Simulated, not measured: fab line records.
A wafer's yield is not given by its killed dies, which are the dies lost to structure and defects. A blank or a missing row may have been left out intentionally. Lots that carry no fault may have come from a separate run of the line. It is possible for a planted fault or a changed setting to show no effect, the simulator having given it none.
Split-lot study	flow n5_finfet	7 lots, 21 wafers read, on a route of 1938 steps

== THE SPLIT ==
At N5_MOL_CONTACT_COAG_SPUTTER_130 (material Co, target thk 47.5 nm), the setting power_w was moved away from the recipe's 3000 W on 6 of the 21 wafers read, by -16.4% to +14.6%. All remaining wafers had this setting at the recipe value.

The reading is taken at the split's own step.

== THE READING ==
Co_of_MOL_CONTACT_COAG_SPUTTER_130.thk_nm (the simulator's own value, which no gauge read), in nm, at N5_MOL_CONTACT_COAG_SPUTTER_130 (material Co, target thk 47.5 nm). No usual value for it is given in the file. Across the 15 wafers here that went through the recipe, the average is 47.5 nm and the standard deviation 0.4 nm.

wafer	tool, chamber at the split	power_w as run, W	against the recipe	Co_of_MOL_CONTACT_COAG_SPUTTER_130.thk_nm, nm	against lot-mates on the recipe
L076.2	pvd_sputter-03, -	3437	+14.6%	54.2	+7.0
L076.4	pvd_sputter-03, -	3000	recipe	46.8	-
L076.6	pvd_sputter-03, -	3000	recipe	47.6	-
L081.2	pvd_sputter-03, -	3000	recipe	48	-
L081.3	pvd_sputter-03, -	3000	recipe	47.6	-
L081.5	pvd_sputter-03, -	3000	recipe	47.6	-
L083.2	pvd_sputter-02, -	3000	recipe	47.2	-
L083.5	pvd_sputter-02, -	2765	-7.8%	43.2	-4.0
L083.6	pvd_sputter-02, -	2765	-7.8%	43.6	-3.6
L084.1	pvd_sputter-03, -	3000	recipe	47.6	-
L084.5	pvd_sputter-03, -	3000	recipe	47.6	-
L084.2	pvd_sputter-03, -	2625	-12.5%	41.2	-6.4
L087.1	pvd_sputter-01, -	3000	recipe	47.8	-
L087.4	pvd_sputter-01, -	3000	recipe	47.4	-
L087.6	pvd_sputter-01, -	2509	-16.4%	39.4	-8.2
L096.1	pvd_sputter-02, -	3000	recipe	47.4	-
L096.5	pvd_sputter-02, -	3000	recipe	48.2	-
L096.6	pvd_sputter-02, -	3000	recipe	47.6	-
L097.2	pvd_sputter-03, -	3000	recipe	46.8	-
L097.4	pvd_sputter-03, -	3000	recipe	46.8	-
L097.6	pvd_sputter-03, -	2669	-11.0%	41.6	-5.2

FIT RESULTS
A straight line over all 21 wafers: Co_of_MOL_CONTACT_COAG_SPUTTER_130.thk_nm changes by +0.493 nm for each +1% of power_w; r = +0.99; the points scatter about the line by 0.39 nm.
The same after taking each lot's own level away (the mean of its wafers on the recipe; 21 wafers): +0.491 nm for each +1%; r = +1.00; scatter 0.24 nm.
Per that fit: largest power_w move, reading shift of 8 nm.
Across the lots, their own levels run from 46.80 to 47.73 nm, a range of 2.3 times the standard deviation given above.
The two slopes agree, so the slope changes little with the lot-to-lot level.
Check: for one of the wafers moved furthest among these (-16.4%), held out of the fit, the line's prediction against its lot-mates is -7.98 nm. It came out at -8.2 nm against them.

== ADDITIONAL SPLITS CARRIED BY THESE WAFERS ==
Before the reading, these wafers also passed through other splits. Each is held against what the fit with the lots' levels taken away leaves over:
other split on the same wafers	wafers away from the commonest value	r with Co_of_MOL_CONTACT_COAG_SPUTTER_130.thk_nm (lot level and that fit taken away)
N5_SD_ACTIVATION_LSA_01 temp_c	4	+0.25
N5_HKMG_FIN_COAT_30 spin_rpm	7	+0.04
N5_HKMG_FIN_DEVELOP_11 develop_time_s	6	-0.32
N5_MOL_CONTACT_COAG_PRECLEAN_111 time_s	5	-0.13

== FILE'S OWN FIT ==
Co_of_MOL_CONTACT_COAG_SPUTTER_130.thk_nm changes by +0.492 nm for each +1% of power_w, r = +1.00.
